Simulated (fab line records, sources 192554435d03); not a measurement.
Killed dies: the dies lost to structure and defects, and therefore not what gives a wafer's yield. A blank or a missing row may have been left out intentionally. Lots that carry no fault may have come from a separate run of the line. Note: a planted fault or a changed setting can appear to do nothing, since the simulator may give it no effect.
fab line records ; flow n5_finfet
record: lots: 15; wafers: 45; last_day: 17
route steps=1938 shown MOL_CONTACT_COAG@587
lots that met no fault: taken from a fault-free run of the same line
start_h: the number of hours between the record's first day and the start of the first shown wafer of the lot ; wait_h: hours since the lot's step before ; " same as the row above ; L1.1+2: a row that stands for several wafers ; - no value present, or no start provided ; * or withheld: withheld ; < > ~ a bound
route shown NAME@n: a module of which the file shows steps, and the number in the route of the first ; usual: mean/standard deviation taken from wafers without a fault ; same: alike in all rows ; chamber/n: place in a boat ; sites: each site's reading ; _std_site: the values' standard deviation ; _edge_site: the outer-site mean with the inner-site mean subtracted ; radius_mm: how far each site lies from the wafer's centre ; mask NAME#n: copy n ; behind: tool/chamber where the wafer was last shaped ; hold: cause of the lot's hold/its duration in hours/its outcome ; device: names the non-switching transistor (n, p or np) ; end of line: tests of these same wafers at the route's end ; a step given without rows: its recipe and nothing more ; killed: dies lost to structure and defects at the first sort, not the wafer's yield ; map: dies across one wafer; x = killed, . = not, _ = none there
set.NAME: the setting the step ran with; set.NAME@STEP: the setting that earlier step ran with ; model.NAME: the simulator's own value behind a step, which no gauge read
the route's steps for a sample of lots (tables are steps, rows are wafers)
services: a tool's chamber out of use, with start hour (start_h, from the record's first day; less than 0 if before it), hours out, and reason
== steps ==
step: N5_MOL_CONTACT_COAG_STRIP_96
recipe: chemistry: N2/H2; power_w: 500; temp_c: 40; pressure_mtorr: 50; rf_frequency_hz: 6e+07; overash_fraction: 0.3; bias_power_w: 28; h2_frac: 0.5; n2_flow_sccm: 300; h2_flow_sccm: 300
usual: bias_power_w: 27.99/0.085; drypump_motor_current_A: 5.7/0.48; oes_product_au: 0.78/0.091; rf_vpp_V: 122.1/1.2; showerhead_plenum_p_Torr: 3.40/0.14; throttle_valve_pct: 19.1/0.42
lot.wafer;tool;chamber;start_h;wait_h;bias_power_w;drypump_motor_current_A;oes_product_au;rf_hours_counter_h;rf_vpp_V;showerhead_plenum_p_Torr;throttle_valve_pct
L340.1;rie_diel-01;0;99.82;0.0;27.92;6.5;0.89;39;121.8;3.43;18.6
L340.2;rie_diel-01;2;99.82;0.0;27.94;5.0;0.70;238;119.0;3.20;19.7
L340.4;rie_diel-01;3;99.82;0.0;27.97;5.7;0.75;157;122.9;3.55;19.2
L341.3;rie_diel-01;2;112.81;0.0;28.12;5.1;0.68;242;121.6;3.20;19.7
L341.4;rie_diel-01;3;112.81;0.0;27.98;5.7;0.75;161;120.8;3.55;19.3
L341.6;rie_diel-01;3;112.81;0.0;28.07;5.7;0.75;-;123.8;3.55;19.2
L342.1;rie_diel-01;2;114.43;0.0;27.85;5.1;0.69;243;122.2;3.20;19.7
L342.2;rie_diel-01;3;114.43;0.0;27.90;5.7;0.74;162;121.6;3.55;19.2
L342.4;rie_diel-01;1;114.43;0.0;27.95;5.8;0.73;175;123.2;3.23;19.2
L343.1;rie_diel-04;3;119.04;0.0;28.04;5.1;0.73;184;120.7;3.25;19.1
L343.2;rie_diel-04;0;119.04;0.0;28.16;5.6;0.91;19;121.5;3.59;19.2
L343.5;rie_diel-04;2;119.04;0.0;28.14;5.1;0.85;-;121.8;3.53;18.6
L346.1;rie_diel-03;3;138.39;0.0;28.01;5.6;0.71;188;122.3;3.46;19.2
L346.2;rie_diel-03;1;138.39;0.0;27.98;5.2;0.89;37;122.3;3.54;18.1
L346.4;rie_diel-03;0;138.39;0.0;27.97;6.3;0.72;165;121.8;3.51;19.4
L348.1;rie_diel-01;3;148.84;0.0;27.89;5.7;0.73;177;124.9;3.54;19.2
L348.2;rie_diel-01;1;148.84;0.0;28.05;5.8;0.71;187;121.2;3.22;19.3
L348.6;rie_diel-01;0;148.84;0.0;27.91;6.5;0.85;-;122.5;3.42;18.6
L350.2;rie_diel-04;0;161.01;0.0;28.07;5.6;0.88;34;124.8;3.58;19.2
L350.4;rie_diel-04;1;161.01;0.0;28.08;5.9;0.91;28;122.4;3.28;19.1
L350.5;rie_diel-04;0;161.01;0.0;27.94;5.5;0.88;-;122.7;3.58;19.3
L353.1;rie_diel-03;1;177.02;0.0;27.94;5.2;0.89;53;122.0;3.53;18.1
L353.4;rie_diel-03;2;177.02;0.0;27.98;6.0;0.77;146;121.5;3.21;18.4
L353.5;rie_diel-03;0;177.02;0.0;28.15;6.3;0.72;-;121.9;3.50;19.4
L354.1;rie_diel-01;1;184.84;0.0;27.81;5.8;0.69;199;120.2;3.21;19.3
L354.3;rie_diel-01;0;184.84;0.0;28.08;6.5;0.82;72;120.4;3.41;18.6
L354.6;rie_diel-01;1;184.84;0.0;27.94;5.8;0.70;-;120.3;3.21;19.3
L356.4;rie_diel-01;0;194.24;0.0;28.05;6.5;0.83;76;122.1;3.41;18.7
L356.5;rie_diel-01;3;194.24;0.0;27.85;5.7;0.72;-;122.1;3.53;19.3
L356.6;rie_diel-01;2;194.24;0.0;28.04;5.0;0.95;-;121.0;3.59;19.4
L357.2;rie_diel-01;2;200.16;0.0;28.01;5.1;0.95;20;122.8;3.59;19.4
L357.3;rie_diel-01;1;200.16;0.0;28.08;5.8;0.70;206;122.6;3.21;19.3
L357.5;rie_diel-01;2;200.16;0.0;28.05;5.0;0.94;-;122.5;3.59;19.4
L358.2;rie_diel-01;2;205.58;0.0;28.15;5.1;0.92;23;122.7;3.59;19.4
L358.4;rie_diel-01;3;205.58;0.0;28.02;5.7;0.72;200;122.7;3.52;19.3
L358.5;rie_diel-01;0;205.58;0.0;27.95;6.5;0.82;-;120.0;3.41;18.7
L361.1;rie_diel-03;3;226.79;0.0;28.09;5.6;0.67;226;122.9;3.43;19.3
L361.3;rie_diel-03;1;226.79;0.0;27.99;5.3;0.86;74;123.4;3.52;18.2
L361.5;rie_diel-03;3;226.79;0.0;28.11;5.7;0.67;-;122.0;3.43;19.3
L362.2;rie_diel-03;2;232.12;0.0;27.95;6.0;0.76;177;120.3;3.20;18.5
L362.4;rie_diel-03;3;232.12;0.0;28.05;5.6;0.67;229;123.2;3.43;19.3
L362.6;rie_diel-03;1;232.12;0.0;27.98;5.2;0.86;-;124.7;3.52;18.2
L363.2;rie_diel-03;3;239.27;0.0;28.19;5.6;0.67;233;121.9;3.43;19.3
L363.3;rie_diel-03;1;239.27;0.0;28.07;5.2;0.85;80;123.2;3.51;18.2
L363.4;rie_diel-03;0;239.27;0.0;28.02;6.3;0.70;212;121.2;3.48;19.5
step: N5_MOL_CONTACT_COAG_STRIP_119
recipe: chemistry: N2/H2; time_s: 30; power_w: 1000; temp_c: 250; pressure_mtorr: withheld; n2_flow_sccm: 1750; h2_flow_sccm: 3250
usual: drypump_motor_current_A: 5.9/0.37; heater_power_w: 337/30
lot.wafer;tool;chamber;start_h;wait_h;drypump_motor_current_A;heater_power_w;rf_hours_counter_h
L340.1;plasma_asher-01;0;99.94;0.1;5.5;311;39
L340.2;plasma_asher-01;1;99.94;0.1;6.5;290;39
L340.4;plasma_asher-01;0;99.94;0.1;5.5;311;-
L341.3;plasma_asher-02;0;112.95;0.1;6.0;352;-
L341.4;plasma_asher-02;1;112.95;0.1;5.5;364;-
L341.6;plasma_asher-02;1;112.95;0.1;5.5;361;-
L342.1;plasma_asher-02;0;114.55;0.1;6.0;351;106
L342.2;plasma_asher-02;1;114.55;0.1;5.5;366;106
L342.4;plasma_asher-02;1;114.55;0.1;5.6;359;-
L343.1;plasma_asher-02;0;119.16;0.1;6.0;358;107
L343.2;plasma_asher-02;1;119.16;0.1;5.6;363;107
L343.5;plasma_asher-02;1;119.16;0.1;5.6;355;-
L346.1;plasma_asher-02;0;138.51;0.1;6.0;353;110
L346.2;plasma_asher-02;1;138.51;0.1;5.5;367;110
L346.4;plasma_asher-02;0;138.51;0.1;6.0;347;-
L348.1;plasma_asher-02;1;148.96;0.1;5.5;367;112
L348.2;plasma_asher-02;0;148.96;0.1;6.0;360;112
L348.6;plasma_asher-02;1;148.96;0.1;5.6;359;-
L350.2;plasma_asher-02;0;161.13;0.1;5.9;348;114
L350.4;plasma_asher-02;1;161.13;0.1;5.5;364;-
L350.5;plasma_asher-02;0;161.13;0.1;6.0;363;-
L353.1;plasma_asher-01;0;177.15;0.1;5.5;311;57
L353.4;plasma_asher-01;0;177.15;0.1;5.5;305;-
L353.5;plasma_asher-01;0;177.15;0.1;5.5;312;-
L354.1;plasma_asher-01;0;184.96;0.1;5.6;307;58
L354.3;plasma_asher-01;1;184.96;0.1;6.6;298;-
L354.6;plasma_asher-01;0;184.96;0.1;5.5;314;-
L356.4;plasma_asher-02;0;194.39;0.1;6.0;352;-
L356.5;plasma_asher-02;0;194.39;0.1;6.0;355;-
L356.6;plasma_asher-02;1;194.39;0.1;5.6;363;-
L357.2;plasma_asher-02;1;200.28;0.1;5.6;358;121
L357.3;plasma_asher-02;1;200.28;0.1;5.6;364;-
L357.5;plasma_asher-02;1;200.28;0.1;5.6;361;-
L358.2;plasma_asher-01;1;205.70;0.1;6.6;292;62
L358.4;plasma_asher-01;0;205.70;0.1;5.6;307;-
L358.5;plasma_asher-01;1;205.70;0.1;6.5;300;-
L361.1;plasma_asher-01;1;226.91;0.1;6.5;286;66
L361.3;plasma_asher-01;1;226.91;0.1;6.5;289;-
L361.5;plasma_asher-01;0;226.91;0.1;5.5;303;-
L362.2;plasma_asher-02;1;232.24;0.1;5.6;372;128
L362.4;plasma_asher-02;0;232.24;0.1;6.0;360;-
L362.6;plasma_asher-02;1;232.24;0.1;5.6;367;-
L363.2;plasma_asher-02;0;239.39;0.1;6.0;355;129
L363.3;plasma_asher-02;1;239.39;0.1;5.6;366;-
L363.4;plasma_asher-02;0;239.39;0.1;6.0;362;-
step: N5_MOL_CONTACT_COAG_EXPOSE_37
recipe: mask_id: VD; na: 0.33; source_shape: annular; sigma_inner: 0.3; sigma_outer: 0.7; polarization: unpolarized; defocus_nm: 0; dose_mj: 62
usual: exposure_dose_mJ_cm2: 61.83/0.074; focus_offset_nm: -0.2/0.61; stage_msd_nm: 0.864/0.02
lot.wafer;tool;chamber;start_h;wait_h;mask;exposure_dose_mJ_cm2;focus_offset_nm;stage_msd_nm
L340.1;euv_scanner-02;0;100.26;-;VD#0;61.79;0.4;0.857
L340.2;euv_scanner-02;0;100.26;-;VD#0;61.92;-0.8;0.857
L340.4;euv_scanner-02;0;100.26;-;VD#0;61.86;-0.8;0.856
L341.3;euv_scanner-02;0;113.44;-;VD#0;61.91;0.0;0.855
L341.4;euv_scanner-02;0;113.44;-;VD#0;61.91;0.1;0.855
L341.6;euv_scanner-02;0;113.44;-;VD#0;61.93;0.6;0.855
L342.1;euv_scanner-02;0;114.90;-;VD#0;61.75;-0.2;0.859
L342.2;euv_scanner-02;0;114.90;-;VD#0;61.76;-0.7;0.856
L342.4;euv_scanner-02;0;114.90;-;VD#0;61.81;0.5;0.857
L343.1;euv_scanner-01;0;119.61;-;VD#0;61.85;-1.1;0.889
L343.2;euv_scanner-01;0;119.61;-;VD#0;61.90;-0.5;0.890
L343.5;euv_scanner-01;0;119.61;-;VD#0;61.83;-0.1;0.891
L346.1;euv_scanner-02;0;138.95;-;VD#0;61.82;-0.1;0.851
L346.2;euv_scanner-02;0;138.95;-;VD#0;61.83;0.4;0.854
L346.4;euv_scanner-02;0;138.95;-;VD#0;61.72;-0.2;0.853
L348.1;euv_scanner-01;0;149.28;-;VD#0;61.90;1.6;0.888
L348.2;euv_scanner-01;0;149.28;-;VD#0;61.98;1.5;0.891
L348.6;euv_scanner-01;0;149.28;-;VD#0;61.95;1.1;0.888
L350.2;euv_scanner-02;0;161.59;-;VD#0;61.91;-0.6;0.850
L350.4;euv_scanner-02;0;161.59;-;VD#0;61.88;-0.7;0.850
L350.5;euv_scanner-02;0;161.59;-;VD#0;61.80;0.1;0.851
L353.1;euv_scanner-02;0;177.60;-;VD#0;61.73;-0.3;0.848
L353.4;euv_scanner-02;0;177.60;-;VD#0;61.71;0.3;0.849
L353.5;euv_scanner-02;0;177.60;-;VD#0;61.77;-0.5;0.849
L354.1;euv_scanner-02;0;185.28;-;VD#0;61.83;0.9;0.851
L354.3;euv_scanner-02;0;185.28;-;VD#0;61.82;-0.3;0.847
L354.6;euv_scanner-02;0;185.28;-;VD#0;61.81;0.1;0.846
L356.4;euv_scanner-01;-;194.84;-;VD#0;-;-;-
L356.5;euv_scanner-01;-;194.84;-;VD#0;-;-;-
L356.6;euv_scanner-01;-;194.84;-;VD#0;-;-;-
L357.2;euv_scanner-02;-;200.74;-;VD#0;-;-;-
L357.3;euv_scanner-02;-;200.74;-;VD#0;-;-;-
L357.5;euv_scanner-02;-;200.74;-;VD#0;-;-;-
L358.2;euv_scanner-02;-;206.03;-;VD#0;-;-;-
L358.4;euv_scanner-02;-;206.03;-;VD#0;-;-;-
L358.5;euv_scanner-02;-;206.03;-;VD#0;-;-;-
L361.1;euv_scanner-01;0;227.35;-;VD#0;61.84;-0.9;0.875
L361.3;euv_scanner-01;0;227.35;-;VD#0;61.83;-1.1;0.876
L361.5;euv_scanner-01;0;227.35;-;VD#0;61.78;-0.9;0.878
L362.2;euv_scanner-01;0;232.57;-;VD#0;61.97;-0.9;0.876
L362.4;euv_scanner-01;0;232.57;-;VD#0;61.82;-0.5;0.874
L362.6;euv_scanner-01;0;232.57;-;VD#0;61.78;-0.3;0.875
L363.2;euv_scanner-02;0;239.85;-;VD#0;61.76;-0.9;0.837
L363.3;euv_scanner-02;0;239.85;-;VD#0;61.74;1.0;0.839
L363.4;euv_scanner-02;0;239.85;-;VD#0;61.84;-0.3;0.835
step: N5_MOL_CONTACT_COAG_ALD_133
recipe: material: SiO2; target_thk_a: 50; temp_c: 100; ald_precursor_family: BDEAS; ald_co_reactant: O2-plasma; pulse_time_s: 1; co_reactant_pulse_time_s: 1; purge_time_s: 2; co_reactant_purge_time_s: 2; ald_cycles: 35; pressure_torr: 2
usual: heater_power_w: 77/5.8; precursor_pulse_height_rel: 0.998/0.019
same: ald_cycles: 35
lot.wafer;tool;chamber;start_h;wait_h;heater_power_w;precursor_pulse_height_rel
L340.1;ald_sin-04;3;100.67;0.1;75;0.980
L340.2;ald_sin-04;0;100.67;0.1;78;1.005
L340.4;ald_sin-04;1;100.67;0.1;78;1.020
L341.3;ald_sin-04;0;113.92;0.1;80;0.984
L341.4;ald_sin-04;3;113.92;0.1;74;0.977
L341.6;ald_sin-04;0;113.92;0.1;79;1.009
L342.1;ald_sin-02;1;115.65;0.4;86;0.995
L342.2;ald_sin-02;2;115.65;0.4;70;1.017
L342.4;ald_sin-02;0;115.65;0.4;73;0.992
L343.1;ald_sin-03;3;120.02;0.1;88;0.981
L343.2;ald_sin-03;0;120.02;0.1;71;0.992
L343.5;ald_sin-03;0;120.02;0.1;73;0.993
L346.1;ald_sin-03;2;139.36;0.1;69;0.994
L346.2;ald_sin-03;3;139.36;0.1;87;0.980
L346.4;ald_sin-03;0;139.36;0.1;74;0.986
L348.1;ald_sin-02;2;149.68;0.1;69;0.971
L348.2;ald_sin-02;3;149.68;0.1;67;1.002
L348.6;ald_sin-02;0;149.68;0.1;74;1.000
L350.2;ald_sin-04;3;162.19;0.3;76;0.988
L350.4;ald_sin-04;2;162.19;0.3;84;0.982
L350.5;ald_sin-04;2;162.19;0.3;83;1.013
L353.1;ald_sin-04;2;178.19;0.2;85;1.021
L353.4;ald_sin-04;1;178.19;0.2;76;0.992
L353.5;ald_sin-04;0;178.19;0.2;79;0.994
L354.1;ald_sin-04;0;186.07;0.2;80;1.004
L354.3;ald_sin-04;2;186.07;0.2;82;1.013
L354.6;ald_sin-04;2;186.07;0.2;83;0.993
L356.4;ald_sin-02;1;195.72;0.1;85;1.021
L356.5;ald_sin-02;1;195.72;0.1;86;0.988
L356.6;ald_sin-02;0;195.72;0.1;72;0.997
L357.2;ald_sin-02;2;202.48;0.7;72;0.999
L357.3;ald_sin-02;1;202.48;0.7;86;0.983
L357.5;ald_sin-02;2;202.48;0.7;72;1.031
L358.2;ald_sin-04;1;207.61;0.1;77;1.013
L358.4;ald_sin-04;2;207.61;0.1;83;1.008
L358.5;ald_sin-04;1;207.61;0.1;74;0.997
L361.1;ald_sin-02;0;228.71;0.1;70;1.013
L361.3;ald_sin-02;2;228.71;0.1;73;1.010
L361.5;ald_sin-02;1;228.71;0.1;86;1.037
L362.2;ald_sin-03;3;233.12;0.1;88;1.013
L362.4;ald_sin-03;2;233.12;0.1;75;0.986
L362.6;ald_sin-03;3;233.12;0.1;87;0.966
L363.2;ald_sin-04;3;240.77;0.6;75;0.998
L363.3;ald_sin-04;2;240.77;0.6;83;0.963
L363.4;ald_sin-04;0;240.77;0.6;79;0.963
== services ==
tool;chamber;start_h;hours;kind
euv_scanner-01;-;77.14;40.7;repair
ald_sin-04;-;85.37;14.0;pm
plasma_asher-02;-;98.70;0.7;repair
euv_scanner-02;-;112.27;1.0;pm
euv_scanner-02;-;116.66;2.5;repair
rie_diel-01;1;119.12;7.1;repair
euv_scanner-02;-;119.16;4.6;pm
euv_scanner-01;-;123.80;1.0;pm
euv_scanner-02;-;150.66;0.3;repair
euv_scanner-02;-;154.38;1.0;pm
ald_sin-02;-;157.23;6.1;pm
rie_diel-03;0;159.33;1.3;repair
ald_sin-02;1;167.07;5.7;repair
euv_scanner-01;-;170.35;0.8;repair
euv_scanner-01;-;173.14;1.0;pm
ald_sin-02;-;176.75;14.0;pm
rie_diel-03;1;185.26;8.8;repair
rie_diel-03;3;194.43;6.1;repair
euv_scanner-02;-;202.43;0.7;repair
ald_sin-04;0;206.56;3.3;repair
euv_scanner-02;-;210.53;1.0;pm
euv_scanner-01;-;217.40;0.2;repair
plasma_asher-02;-;218.43;2.0;repair
euv_scanner-01;-;229.29;1.0;pm
== key ==
first_sign: step: N5_MOL_CONTACT_COAG_EXPOSE_37; reading: tool_record; direction: missing
effect none on later readings
met_at N5_MOL_CONTACT_COAG_EXPOSE_37
struck_lots L356,L357,L358
later_rows_left_out L356.4,L356.5,L356.6,L357.2,L357.3,L357.5,L358.2,L358.4,L358.5
sort_left_out L356.4,L356.5,L356.6,L357.2,L357.3,L357.5,L358.2,L358.4,L358.5
not_acting_at N5_MOL_CONTACT_COAG_STRIP_96,N5_MOL_CONTACT_COAG_STRIP_119,N5_MOL_CONTACT_COAG_ALD_133
onset_between 185.28 194.84
fault: kind: skipped_step_whole; tool: euv_scanner-01,euv_scanner-02; chamber: -; onset_h: 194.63; steps: N5_MOL_CONTACT_COAG_EXPOSE_37; scope: struck_lots_only
sort_left_out: the simulated sort isn't trusted on such a fault, so these wafers' sort isn't shown, and their yield isn't known
later_rows_left_out: the simulator's readings of these wafers behind a module that went badly wrong aren't trusted and aren't shown, but for the sort
